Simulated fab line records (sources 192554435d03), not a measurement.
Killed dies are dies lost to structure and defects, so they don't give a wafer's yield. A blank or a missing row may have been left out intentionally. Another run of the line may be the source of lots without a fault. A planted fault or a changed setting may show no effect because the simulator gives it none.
8D (eight disciplines) problem report, filled in by code | flow n5-finfet | the parts of the form that need people (team, actions taken, sign-off) are left out

1. WHAT WENT WRONG
killed-at-contacts at N5_PASSIVATION_PROBE_49 reads a mean of 135 on 1 wafer of 1 lot; wafers without a fault read 12 with a standard deviation of 6. That is +20 standard deviations from the usual mean.
The first sign was on wafer L689.3 at day 16 03:57, on prober-01. Wafers with a number at this step in the record: 18, from 6 lots. Rule for "out", or "out of limits": more than 4 standard deviations from the usual mean. The other wafers with a number count as sound.

2. WHAT IT IS, WHAT IT ISN'T
question                    | is                                                                                                      | is not
which readings at this step | killed-at-contacts, defect-limited-yield, killed-dies, sort_bin_5_function, sort-n-pass, sort-yield-pct | killed_at_M0_to_M3, killed_at_M4_up, killed-at-front-end, killed-at-other, killed-short, sort_bin_8_speed
which lots                  | L689                                                                                                    | L676, L679, L684, L695, L697
which wafers of those lots  | L689.3                                                                                                  | L689.2, L689.5
read on which tools         | prober-01                                                                                               | prober-02
when                        | from day 16 03:57                                                                                       | up to then (10 sound wafers); but 7 sound wafers of L689, L695, L697 came after

3. WHAT RULES OUT EACH SUSPECT
Counting: a tool at a process step up to the reading stays a suspect if it ran every lot that is out. Sound lots after the first of them don't rule it out here, since some wafers of a struck lot are sound.
- ald-sin-03 at N5_MOL_CONTACT_COAG_ALD_27 (deposits SiOC, target thk 17 nm, pulse time 1.5 s, time 2720 s): kept. The lot that is out, L689, ran on it at day 8 05:25; the last sound lot it ran before that was L684, at day 7 05:48.
- rie-diel-01 at N5_MIM_BOT_LITHO_DESCUM_10 (chemistry O2, time 7.9 s): kept. The lot that is out, L689, ran on it at day 15 19:27; the last sound lot it ran before that was L684, at day 14 09:07.
- pvd-sputter-01 at N5_PASSIVATION_SPUTTER_20 (material TaN, target thk 50 nm): kept. It ran the lot that is out, L689 (day 15 22:12).
- prober-01 at N5_PASSIVATION_PROBE_49: kept. The lot that is out, L689, ran on it at day 16 03:54; the last sound lot it ran before that was L684, at day 14 18:17. Its own defect-limited-yield, killed-at-contacts, killed-dies, sort_bin_5_function, sort-n-pass, sort-yield-pct readings are out on those wafers.
- In ald-sin-03 at N5_MOL_CONTACT_COAG_ALD_27, the wafers that are out were processed in chamber 1 and their sound lot-mates in chambers 0, 3.
Left after counting: ald-sin-03 at N5_MOL_CONTACT_COAG_ALD_27, rie-diel-01 at N5_MIM_BOT_LITHO_DESCUM_10, pvd-sputter-01 at N5_PASSIVATION_SPUTTER_20, prober-01 at N5_PASSIVATION_PROBE_49.

4. THE CAUSE (what the simulator had put in)
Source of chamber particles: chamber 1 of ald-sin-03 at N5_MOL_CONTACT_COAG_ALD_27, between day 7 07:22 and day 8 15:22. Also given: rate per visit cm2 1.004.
After counting, 4 suspects remain, this tool included.

5. THE EFFECT CHAIN, in route order
Each row: a reading whose mean over the struck wafers that have a number lies more than 3 standard deviations from the usual. Only readings for which the record gives a usual standard deviation are gone through. hours: the time from each lot's start at the first step in this table that gives one to its start at this step, as a median over the lots. sigmas: the change in usual standard deviations.
hours | step                    | reading              | usual  | on struck wafers | change | sigmas
0     | N5_PASSIVATION_PROBE_49 | defect-limited-yield | 91.4 % | 79.7             | -11.7  | -7.8
0     | N5_PASSIVATION_PROBE_49 | killed-at-contacts   | 12     | 135              | +123   | +20
0     | N5_PASSIVATION_PROBE_49 | killed-dies          | 101    | 240              | +139   | +7.7
0     | N5_PASSIVATION_PROBE_49 | killed-on-rim        | 14     | 29               | +15    | +3.4
0     | N5_PASSIVATION_PROBE_49 | sort_bin_5_function  | 5.0 %  | 12.7             | +7.7   | +7.9
0     | N5_PASSIVATION_PROBE_49 | sort-n-pass          | 1079   | 940              | -139   | -7.7
0     | N5_PASSIVATION_PROBE_49 | sort-yield-pct       | 91.4 % | 79.7             | -11.7  | -7.8
Its process steps:
- N5_PASSIVATION_PROBE_49

6. HOW IT WOULD HAVE BEEN CAUGHT EARLIER
First out-of-limits reading in this record: day 16 03:57, which is 213 hours after fault onset at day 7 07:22.
Tool readings at N5_MOL_CONTACT_COAG_ALD_27 with a usual standard deviation given in the record: none out on any struck wafer, hence no alarm at a limit of 4 standard deviations on them.
All the lots that are out (1) had begun N5_MOL_CONTACT_COAG_ALD_27 on ald-sin-03 by day 16 03:57. None of them would have been spared by holding the tool at that moment.
